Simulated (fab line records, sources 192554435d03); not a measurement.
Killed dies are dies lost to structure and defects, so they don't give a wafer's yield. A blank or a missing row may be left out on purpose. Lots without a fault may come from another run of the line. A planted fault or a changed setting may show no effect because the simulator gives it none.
Chamber matching | flow n5_finfet | N5_MOL_CONTACT_COAG_ALD_133 on ald_sin-04: 4 sister chambers
The step deposits SiO2, target thk 5 nm, pulse time 1 s, co reactant pulse time 1 s. 4 wafers are shown with their chamber, then 8 later ones without.

WAFERS WITH THEIR CHAMBER
wafer  | chamber | heater_power_w (W)
L079.2 | 0       | 74
L081.2 | 2       | 88
L083.5 | 3       | 72
L087.2 | 1       | 76

WAFERS WITHOUT THEIR CHAMBER
wafer  | heater_power_w (W)
L087.4 | 74
L087.6 | 72
L093.2 | 78
L093.5 | 77
L093.6 | 75
L094.2 | 74
L094.4 | 76
L094.5 | 84

WHICH CHAMBER EACH WENT THROUGH
wafer  | from the rows above          | in truth
L087.4 | can't be placed: 0 or 1 or 3 | 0
L087.6 | can't be placed: 3 or 0      | 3
L093.2 | can't be placed: 1 or 0      | 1
L093.5 | can't be placed: 1 or 0      | 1
L093.6 | can't be placed: 0 or 1 or 3 | 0
L094.2 | can't be placed: 0 or 1 or 3 | 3
L094.4 | can't be placed: 1 or 0      | 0
L094.5 | 2                            | 2
Placed correctly: 1 of 8. Can't be placed from these rows: 7 (the true chamber is among the candidates in 7). Placed wrongly: 0.
How it was worked out, from the rows above alone: a wafer's distance from a chamber is the root of the sum, over the readings, of the square of ((its reading less the chamber's mean) divided by the reading's scatter). The wafer belongs to the nearest chamber; if the next one is less than 2 further off, it can't be placed. A chamber's mean is the mean of its shown wafers. The scatter: with one shown wafer a chamber, the root of the mean of the squares of how far each hidden wafer lies from its nearest shown one.
